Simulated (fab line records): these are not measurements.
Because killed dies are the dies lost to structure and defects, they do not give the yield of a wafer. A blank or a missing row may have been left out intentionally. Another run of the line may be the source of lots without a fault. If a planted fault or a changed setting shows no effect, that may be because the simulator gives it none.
Matching of chambers + flow nand_harc + NHARC_A_BLC_STRIP_29 on rie_diel-04 has 4 sister chambers
The step strips in CF4. 18 wafers are shown with their chamber, then 9 later ones without.

## WAFERS PAIRED WITH THEIR CHAMBERS
| wafer  | chamber | showerhead_plenum_p_Torr (Torr) | oes_product_au (a.u.) | cf4_flow_sccm (sccm) |
|--------|---------|---------------------------------|-----------------------|----------------------|
| L074.1 | 2       | 1.85                            | 1.009                 | 149.8                |
| L074.3 | 0       | 1.70                            | 0.990                 | 150.3                |
| L074.6 | 0       | 1.70                            | 0.996                 | 150.0                |
| L078.1 | 2       | 1.85                            | 1.014                 | 150.3                |
| L078.3 | 0       | 1.70                            | 0.997                 | 149.6                |
| L078.5 | 3       | 1.80                            | 0.988                 | 150.1                |
| L079.2 | 3       | 1.80                            | 0.995                 | 149.1                |
| L079.3 | 1       | 1.73                            | 1.021                 | 150.1                |
| L079.4 | 0       | 1.69                            | 0.990                 | 149.9                |
| L077.3 | 0       | 1.69                            | 0.995                 | 149.2                |
| L077.5 | 3       | 1.80                            | 0.983                 | 150.3                |
| L077.6 | 2       | 1.85                            | 1.002                 | 150.5                |
| L088.1 | 1       | 1.73                            | 1.017                 | 149.9                |
| L088.2 | 0       | 1.69                            | 0.991                 | 150.4                |
| L088.6 | 2       | 1.85                            | 1.006                 | 150.0                |
| L091.3 | 0       | 1.69                            | 0.991                 | 150.2                |
| L091.4 | 3       | 1.80                            | 0.987                 | 149.4                |
| L091.5 | 3       | 1.80                            | 0.986                 | 150.0                |

SIGNATURES (averages over the wafers above)
| reading                  | chamber 0 | chamber 1 | chamber 2 | chamber 3 | scatter within a chamber |
|--------------------------|-----------|-----------|-----------|-----------|--------------------------|
| showerhead_plenum_p_Torr | 1.6943    | 1.7300    | 1.8500    | 1.8000    | 0.0035                   |
| oes_product_au           | 0.99286   | 1.01900   | 1.00775   | 0.98780   | 0.00395                  |
| cf4_flow_sccm            | 149.943   | 150.000   | 150.150   | 149.780   | 0.415                    |
Rule: distance of a wafer from a chamber = root of the sum over the readings of ((wafer's reading minus chamber's mean) / reading's scatter) squared. The wafer belongs to the nearest chamber; if the next one is less than 2 further off, it can't be placed. How the scatter is found: for the shown wafers, subtract from each reading the mean of its chamber, square and add these, divide the total by (wafers less chambers), then take the root.

## WAFERS MISSING THEIR CHAMBER
| wafer  | showerhead_plenum_p_Torr (Torr) | oes_product_au (a.u.) | cf4_flow_sccm (sccm) |
|--------|---------------------------------|-----------------------|----------------------|
| L095.1 | 1.80                            | 0.979                 | 149.6                |
| L095.2 | 1.85                            | 1.005                 | 149.7                |
| L095.4 | 1.73                            | 0.998                 | 150.5                |
| L092.2 | 1.73                            | 1.014                 | 149.8                |
| L092.3 | 1.85                            | 1.002                 | 149.7                |
| L092.5 | 1.69                            | 0.989                 | 150.5                |
| L093.4 | 1.80                            | 0.986                 | 150.0                |
| L093.5 | 1.69                            | 0.992                 | 150.5                |
| L093.6 | 1.80                            | 0.981                 | 150.4                |

## THE CHAMBER EACH PASSED THROUGH
| wafer  | from the rows above | in truth |
|--------|---------------------|----------|
| L095.1 | 3                   | 3        |
| L095.2 | 2                   | 2        |
| L095.4 | 1                   | 1        |
| L092.2 | 1                   | 1        |
| L092.3 | 2                   | 2        |
| L092.5 | 0                   | 0        |
| L093.4 | 3                   | 3        |
| L093.5 | 0                   | 0        |
| L093.6 | 3                   | 3        |
9 of 9 placed correctly. Not placeable from these rows: 0. Placed wrongly: 0.
